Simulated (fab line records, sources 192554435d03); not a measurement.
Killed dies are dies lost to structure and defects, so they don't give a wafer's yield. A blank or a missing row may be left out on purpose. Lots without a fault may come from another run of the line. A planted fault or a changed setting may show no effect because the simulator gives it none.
Split-lot experiment | flow n5_finfet | 7 lots, 21 wafers read, on a route of 1938 steps

THE SPLIT
At N5_BEOL_M14_EXPOSE_25 (exposes mask M14, target cd 280 nm), the setting dose_mj was moved away from the recipe's 26.6 on 6 of the 21 wafers read, by -4.4% to -3.5%. The other wafers ran this setting at the recipe's value.

FROM THE SPLIT TO THE READING: what the file shows between them, 3 steps
- N5_BEOL_M14_PEB_26: peb time 90 s
- N5_BEOL_M14_DEVELOP_27: develop time 45 s
- N5_BEOL_M14_HARDBAKE_32: time 120 s

THE READING
cd_nm, in nm, at N5_BEOL_M14_CD_MEAS_28 (target cd 284.4 nm). Fault-free wafers of this fab line usually give 285.2 nm, standard deviation 2 nm.

wafer  | tool, chamber at the split | dose_mj as run | against the recipe | cd_nm, nm | against lot-mates on the recipe
L076.1 | krf_scanner-02, 0          | 26.6           | recipe             | 285.3     | -
L076.2 | krf_scanner-02, 0          | 26.6           | recipe             | 283.8     | -
L076.4 | krf_scanner-02, 0          | 26.6           | recipe             | 286.6     | -
L075.1 | krf_scanner-01, 0          | 26.6           | recipe             | 286.2     | -
L075.3 | krf_scanner-01, 0          | 26.6           | recipe             | 285.6     | -
L075.5 | krf_scanner-01, 0          | 26.6           | recipe             | 287.0     | -
L079.1 | krf_scanner-01, 0          | 26.6           | recipe             | 286.1     | -
L079.2 | krf_scanner-01, 0          | 26.6           | recipe             | 283.6     | -
L079.4 | krf_scanner-01, 0          | 26.6           | recipe             | 285.3     | -
L084.4 | krf_scanner-02, 0          | 25.66          | -3.5%              | 280.2     | -6.4
L084.5 | krf_scanner-02, 0          | 26.6           | recipe             | 286.6     | -
L084.6 | krf_scanner-02, 0          | 25.66          | -3.5%              | 280.7     | -5.9
L088.1 | krf_scanner-01, 0          | 26.6           | recipe             | 285.9     | -
L088.2 | krf_scanner-01, 0          | 26.6           | recipe             | 283.8     | -
L088.4 | krf_scanner-01, 0          | 26.6           | recipe             | 285.7     | -
L094.1 | krf_scanner-02, 0          | 25.49          | -4.2%              | 278.2     | -9.8
L094.5 | krf_scanner-02, 0          | 25.49          | -4.2%              | 278.6     | -9.4
L094.6 | krf_scanner-02, 0          | 26.6           | recipe             | 288.0     | -
L096.1 | krf_scanner-02, 0          | 26.6           | recipe             | 286.9     | -
L096.4 | krf_scanner-02, 0          | 25.44          | -4.4%              | 279.0     | -7.9
L096.6 | krf_scanner-02, 0          | 25.44          | -4.4%              | 279.2     | -7.7

THE FIT
A straight line over all 21 wafers: cd_nm changes by +1.61 nm for each +1% of dose_mj; r = +0.94; the points scatter about the line by 1.1 nm.
The same after taking each lot's own level away (the mean of its wafers on the recipe; 21 wafers): +1.96 nm for each +1%; r = +0.97; scatter 0.96 nm.
On that fit, the largest move of dose_mj shifts the reading by 8.6 nm.
The lots' own levels span 285.00 to 288.00 nm, that is 1.5 times the standard deviation above.
So the lot-to-lot level changes the slope: the two fits differ.
Check: with one of the wafers moved furthest among these (-4.4%) left out of the fit, the line predicts -8.7 nm for it against its lot-mates. It came out at -7.9 nm against them.

THE WHOLE CHAIN: every reading that the file lists as answering this split, in the file's order
step                   | what it does                                           | reading                                                         | change (the file's fit)              | r (the file's)
N5_BEOL_M14_CD_MEAS_28 | target cd 284.4 nm                                     | cd_nm                                                           | +1.96 nm for each +1% of the setting | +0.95
N5_BEOL_M14_DESCUM_33  | chemistry O2, time 7.9 s                               | BEOL_M14.cd_nm (the simulator's own value, which no gauge read) | +1.91 nm for each +1% of the setting | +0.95
N5_BEOL_M14_ETCH_67    | etches SiARC in CF4, target depth 143 nm, time 238.3 s | BEOL_M14.cd_nm (the simulator's own value, which no gauge read) | +2.01 nm for each +1% of the setting | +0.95

THE FILE'S OWN FIT
cd_nm changes by +1.96 nm for each +1% of dose_mj, r = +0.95.
